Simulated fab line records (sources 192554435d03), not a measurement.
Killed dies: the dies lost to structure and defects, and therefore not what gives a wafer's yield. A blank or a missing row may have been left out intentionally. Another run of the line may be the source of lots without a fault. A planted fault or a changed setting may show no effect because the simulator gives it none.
Chamber matching / flow n5 finfet / N5_BEOL_M6_ETCH_61 on rie diel-01: 4 sister chambers
The step etches SiARC in CF4, target depth 45.5 nm, time 75.8 s. 14 wafers are shown with their chamber, then 7 later ones without.

WAFERS PAIRED WITH THEIR CHAMBERS
wafer=L594.1; chamber=2; drypump motor current A (A)=6.4; showerhead plenum p Torr (Torr)=2.19; throttle valve pct (%)=15.67
wafer=L594.2; chamber=3; drypump motor current A (A)=5.3; showerhead plenum p Torr (Torr)=2.12; throttle valve pct (%)=15.67
wafer=L594.4; chamber=0; drypump motor current A (A)=5.4; showerhead plenum p Torr (Torr)=2.15; throttle valve pct (%)=15.40
wafer=L597.2; chamber=3; drypump motor current A (A)=5.3; showerhead plenum p Torr (Torr)=2.12; throttle valve pct (%)=15.70
wafer=L597.3; chamber=2; drypump motor current A (A)=6.4; showerhead plenum p Torr (Torr)=2.19; throttle valve pct (%)=15.66
wafer=L597.4; chamber=0; drypump motor current A (A)=5.5; showerhead plenum p Torr (Torr)=2.15; throttle valve pct (%)=15.37
wafer=L595.1; chamber=3; drypump motor current A (A)=5.3; showerhead plenum p Torr (Torr)=2.11; throttle valve pct (%)=15.69
wafer=L595.2; chamber=1; drypump motor current A (A)=6.1; showerhead plenum p Torr (Torr)=2.13; throttle valve pct (%)=15.96
wafer=L595.6; chamber=3; drypump motor current A (A)=5.3; showerhead plenum p Torr (Torr)=2.11; throttle valve pct (%)=15.69
wafer=L598.1; chamber=0; drypump motor current A (A)=5.5; showerhead plenum p Torr (Torr)=2.15; throttle valve pct (%)=15.39
wafer=L598.3; chamber=1; drypump motor current A (A)=6.1; showerhead plenum p Torr (Torr)=2.13; throttle valve pct (%)=15.97
wafer=L598.6; chamber=3; drypump motor current A (A)=5.3; showerhead plenum p Torr (Torr)=2.11; throttle valve pct (%)=15.67
wafer=L601.1; chamber=0; drypump motor current A (A)=5.5; showerhead plenum p Torr (Torr)=2.15; throttle valve pct (%)=15.42
wafer=L601.2; chamber=1; drypump motor current A (A)=6.1; showerhead plenum p Torr (Torr)=2.13; throttle valve pct (%)=15.99

SIGNATURES (averages over the wafers above)
reading=drypump motor current A; chamber 0=5.475; chamber 1=6.100; chamber 2=6.400; chamber 3=5.300; scatter within a chamber=0.0274
reading=showerhead plenum p Torr; chamber 0=2.1500; chamber 1=2.1300; chamber 2=2.1900; chamber 3=2.1140; scatter within a chamber=0.00346
reading=throttle valve pct; chamber 0=15.3950; chamber 1=15.9733; chamber 2=15.6650; chamber 3=15.6840; scatter within a chamber=0.0159
Rule: distance of a wafer from a chamber = root of the sum over the readings of ((wafer's reading minus chamber's mean) / reading's scatter) squared. The wafer belongs to the nearest chamber; if the next one is less than 2 further off, it can't be placed. The scatter: the root of (the sum of the squares of (reading less its chamber's mean) over the shown wafers, divided by (wafers less chambers)).

WAFERS MISSING THEIR CHAMBER
wafer=L601.5; drypump motor current A (A)=6.1; showerhead plenum p Torr (Torr)=2.13; throttle valve pct (%)=15.98
wafer=L605.1; drypump motor current A (A)=6.3; showerhead plenum p Torr (Torr)=2.18; throttle valve pct (%)=15.18
wafer=L605.5; drypump motor current A (A)=6.3; showerhead plenum p Torr (Torr)=2.18; throttle valve pct (%)=15.18
wafer=L605.6; drypump motor current A (A)=5.5; showerhead plenum p Torr (Torr)=2.14; throttle valve pct (%)=15.44
wafer=L614.1; drypump motor current A (A)=6.4; showerhead plenum p Torr (Torr)=2.17; throttle valve pct (%)=15.21
wafer=L614.4; drypump motor current A (A)=5.5; showerhead plenum p Torr (Torr)=2.14; throttle valve pct (%)=15.48
wafer=L614.6; drypump motor current A (A)=6.3; showerhead plenum p Torr (Torr)=2.17; throttle valve pct (%)=15.23

WHICH CHAMBER EACH WENT THROUGH
wafer=L601.5; from the rows above=1; in truth=1
wafer=L605.1; from the rows above=2; in truth=2
wafer=L605.5; from the rows above=2; in truth=2
wafer=L605.6; from the rows above=0; in truth=0
wafer=L614.1; from the rows above=2; in truth=2
wafer=L614.4; from the rows above=0; in truth=0
wafer=L614.6; from the rows above=2; in truth=2
Placed correctly: 7 of 7. Not placeable from these rows: 0. Placed wrongly: 0.
